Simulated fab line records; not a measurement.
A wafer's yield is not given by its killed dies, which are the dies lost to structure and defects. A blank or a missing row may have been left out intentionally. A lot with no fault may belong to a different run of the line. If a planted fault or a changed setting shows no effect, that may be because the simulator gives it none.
Matching of chambers + flow n5_finfet + 4 sister chambers for N5_BEOL_M10_STRIP_67 on rie_diel-04
The step strips in CF4. 16 wafers are shown with their chamber, then 8 later ones without.

== WAFERS, EACH WITH ITS CHAMBER ==
| wafer  | chamber | drypump_motor_current_A (A) | showerhead_plenum_p_Torr (Torr) | throttle_valve_pct (%) |
|--------|---------|-----------------------------|---------------------------------|------------------------|
| L077.2 | 0       | 5.52                        | 1.77                            | 13.63                  |
| L077.3 | 3       | 5.23                        | 1.78                            | 13.65                  |
| L077.5 | 0       | 5.54                        | 1.77                            | 13.64                  |
| L079.1 | 3       | 5.21                        | 1.78                            | 13.64                  |
| L079.3 | 0       | 5.53                        | 1.76                            | 13.64                  |
| L079.4 | 1       | 5.92                        | 1.71                            | 13.68                  |
| L078.3 | 3       | 5.23                        | 1.78                            | 13.64                  |
| L078.4 | 2       | 5.39                        | 1.77                            | 13.16                  |
| L078.6 | 2       | 5.39                        | 1.77                            | 13.18                  |
| L076.3 | 1       | 5.91                        | 1.71                            | 13.69                  |
| L076.4 | 3       | 5.21                        | 1.78                            | 13.65                  |
| L076.5 | 3       | 5.23                        | 1.78                            | 13.66                  |
| L087.2 | 3       | 5.20                        | 1.77                            | 13.73                  |
| L087.3 | 0       | 5.53                        | 1.76                            | 13.09                  |
| L087.4 | 2       | 5.39                        | 1.76                            | 13.21                  |
| L089.2 | 3       | 5.23                        | 1.77                            | 13.75                  |

SIGNATURES, as means of the wafers listed above
| reading                  | chamber 0 | chamber 1 | chamber 2 | chamber 3 | scatter within a chamber |
|--------------------------|-----------|-----------|-----------|-----------|--------------------------|
| drypump_motor_current_A  | 5.5300    | 5.9150    | 5.3900    | 5.2200    | 0.0102                   |
| showerhead_plenum_p_Torr | 1.7650    | 1.7100    | 1.7667    | 1.7771    | 0.00508                  |
| throttle_valve_pct       | 13.5000   | 13.6850   | 13.1833   | 13.6743   | 0.141                    |
Rule: for each reading, subtract the chamber's mean from the wafer's reading, divide by that reading's scatter and square the result; add these up over the readings and take the root, which gives the wafer's distance from the chamber. If the next closest chamber is less than 2 further off than the closest, the wafer can't be placed; otherwise it belongs to the closest. The scatter: take each reading less its chamber's mean, square it, sum over the shown wafers, divide by the number of wafers less the number of chambers, and take the root.

== WAFERS WITHOUT THEIR CHAMBER ==
| wafer  | drypump_motor_current_A (A) | showerhead_plenum_p_Torr (Torr) | throttle_valve_pct (%) |
|--------|-----------------------------|---------------------------------|------------------------|
| L089.4 | 5.40                        | 1.76                            | 13.23                  |
| L089.5 | 5.54                        | 1.76                            | 13.09                  |
| L092.1 | 5.21                        | 1.77                            | 13.74                  |
| L092.2 | 5.92                        | 1.90                            | 13.21                  |
| L092.3 | 5.52                        | 1.76                            | 13.11                  |
| L095.3 | 5.18                        | 1.76                            | 13.76                  |
| L095.4 | 5.91                        | 1.90                            | 13.25                  |
| L095.5 | 5.91                        | 1.90                            | 13.22                  |

== WHICH CHAMBER EACH ONE RAN IN ==
| wafer  | from the rows above | in truth |
|--------|---------------------|----------|
| L089.4 | 2                   | 2        |
| L089.5 | 0                   | 0        |
| L092.1 | 3                   | 3        |
| L092.2 | 1                   | 1        |
| L092.3 | 0                   | 0        |
| L095.3 | 3                   | 3        |
| L095.4 | 1                   | 1        |
| L095.5 | 1                   | 1        |
Correctly placed: 8 of 8. Can't be placed from these rows: 0. Placed wrongly: 0.
